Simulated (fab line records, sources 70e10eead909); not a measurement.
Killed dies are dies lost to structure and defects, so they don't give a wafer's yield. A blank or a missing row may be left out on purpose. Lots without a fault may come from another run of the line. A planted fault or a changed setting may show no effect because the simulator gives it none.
Chamber matching | flow nand_harc | NHARC_A_CONTACT_DESCUM_13 on rie_diel-12: 4 sister chambers
The step chemistry O2, time 3 s. 4 wafers are shown with their chamber, then 12 later ones without.

WAFERS WITH THEIR CHAMBER
wafer  | chamber | drypump_motor_current_A (A)
L088.6 | 2       | 5.6
L090.2 | 0       | 6.0
L090.3 | 1       | 5.7
L090.6 | 3       | 6.6

WAFERS WITHOUT THEIR CHAMBER
wafer  | drypump_motor_current_A (A)
L092.2 | 5.6
L092.3 | 6.0
L092.4 | 5.7
L094.1 | 6.0
L094.5 | 6.1
L094.6 | 5.7
L096.1 | 5.6
L096.5 | 5.6
L096.6 | 6.0
L097.2 | 5.7
L097.4 | 6.5
L097.6 | 5.7

WHICH CHAMBER EACH WENT THROUGH
wafer  | from the rows above | in truth
L092.2 | 2                   | 2
L092.3 | 0                   | 0
L092.4 | 1                   | 1
L094.1 | 0                   | 0
L094.5 | 0                   | 0
L094.6 | 1                   | 1
L096.1 | 2                   | 2
L096.5 | 2                   | 2
L096.6 | 0                   | 0
L097.2 | 1                   | 1
L097.4 | 3                   | 3
L097.6 | 1                   | 1
Placed correctly: 12 of 12. Can't be placed from these rows: 0. Placed wrongly: 0.
How it was worked out, from the rows above alone: a wafer's distance from a chamber is the root of the sum, over the readings, of the square of ((its reading less the chamber's mean) divided by the reading's scatter). The wafer belongs to the nearest chamber; if the next one is less than 2 further off, it can't be placed. A chamber's mean is the mean of its shown wafers. The scatter: with one shown wafer a chamber, the root of the mean of the squares of how far each hidden wafer lies from its nearest shown one.
